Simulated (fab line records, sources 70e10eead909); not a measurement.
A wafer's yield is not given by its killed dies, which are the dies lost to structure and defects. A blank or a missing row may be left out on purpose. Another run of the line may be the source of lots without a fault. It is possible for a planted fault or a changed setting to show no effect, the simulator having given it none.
Chamber matching :: flow nandHarc :: NHARC_A_STAIRCASE_DEP_151 on pecvd-03 has 3 sister chambers
The step deposits SiO2, target thk 3800 nm. 6 wafers are shown with their chamber, then 8 later ones without.

WAFERS PAIRED WITH THEIR CHAMBERS
wafer: L082.1
chamber: 2
heaterPowerW (W): 691

wafer: L087.2
chamber: 0
heaterPowerW (W): 603

wafer: L087.3
chamber: 2
heaterPowerW (W): 757

wafer: L089.4
chamber: 0
heaterPowerW (W): 567

wafer: L089.6
chamber: 1
heaterPowerW (W): 666

wafer: L090.1
chamber: 1
heaterPowerW (W): 730

WAFERS WITHOUT THEIR CHAMBER
wafer: L090.2
heaterPowerW (W): 799

wafer: L090.4
heaterPowerW (W): 683

wafer: L093.2
heaterPowerW (W): 764

wafer: L093.3
heaterPowerW (W): 739

wafer: L093.5
heaterPowerW (W): 670

wafer: L095.1
heaterPowerW (W): 803

wafer: L095.4
heaterPowerW (W): 555

wafer: L095.6
heaterPowerW (W): 553

CHAMBER TAKEN BY EACH
wafer: L090.2
from the rows above: can't be placed: 2 or 1
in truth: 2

wafer: L090.4
from the rows above: can't be placed: 1 or 2
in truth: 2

wafer: L093.2
from the rows above: can't be placed: 2 or 1
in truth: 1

wafer: L093.3
from the rows above: can't be placed: 2 or 1
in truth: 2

wafer: L093.5
from the rows above: can't be placed: 1 or 2 or 0
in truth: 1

wafer: L095.1
from the rows above: can't be placed: 2 or 1
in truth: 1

wafer: L095.4
from the rows above: 0
in truth: 0

wafer: L095.6
from the rows above: 0
in truth: 0
Correctly placed: 2 of 8. Cannot be placed on the basis of these rows: 6; the candidates contain the true chamber in 6. 0 placed wrongly.
How it was worked out, from the rows above alone: a wafer's distance from a chamber is the root of the sum, over the readings, of the square of ((its reading less the chamber's mean) divided by the reading's scatter). The wafer belongs to the nearest chamber; if the next one is less than 2 further off, it can't be placed. The mean given for a chamber averages the wafers shown for that chamber. How the scatter is found: for the shown wafers, subtract from each reading the mean of its chamber, square and add these, divide the total by (wafers less chambers), then take the root.
